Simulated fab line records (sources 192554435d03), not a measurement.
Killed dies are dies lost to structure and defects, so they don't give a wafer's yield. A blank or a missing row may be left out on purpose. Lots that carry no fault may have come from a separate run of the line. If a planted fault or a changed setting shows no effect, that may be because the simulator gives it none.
Matching of chambers -- flow n5 finfet -- rie diel-06 running N5_BEOL_M7_DESCUM_33: 4 sister chambers
The step chemistry O2, time 7 s. 4 wafers are shown with their chamber, then 9 later ones without.

## EACH WAFER AND ITS CHAMBER
wafer,chamber,drypump motor current A (A)
L091.4,0,5.56
L091.6,1,5.64
L093.2,3,5.87
L093.5,2,5.35

## WAFERS WITHOUT THEIR CHAMBER
wafer,drypump motor current A (A)
L092.1,5.88
L092.3,5.33
L092.4,5.58
L095.4,5.65
L095.5,5.67
L095.6,5.35
L096.3,5.88
L096.5,5.87
L096.6,5.56

## EACH ONE'S CHAMBER
wafer,from the rows above,in truth
L092.1,3,3
L092.3,2,2
L092.4,0,0
L095.4,1,1
L095.5,1,1
L095.6,2,2
L096.3,3,3
L096.5,3,3
L096.6,0,0
Correctly placed: 9 of 9. Left unplaced by these rows: 0. Number placed wrongly: 0.
How it was worked out, from the rows above alone: a wafer's distance from a chamber is the root of the sum, over the readings, of the square of ((its reading less the chamber's mean) divided by the reading's scatter). If the next closest chamber is less than 2 further off than the closest, the wafer can't be placed; otherwise it belongs to the closest. The mean given for a chamber averages the wafers shown for that chamber. The scatter: root of mean squared gap, hidden wafer to nearest shown wafer, with one shown wafer a chamber.
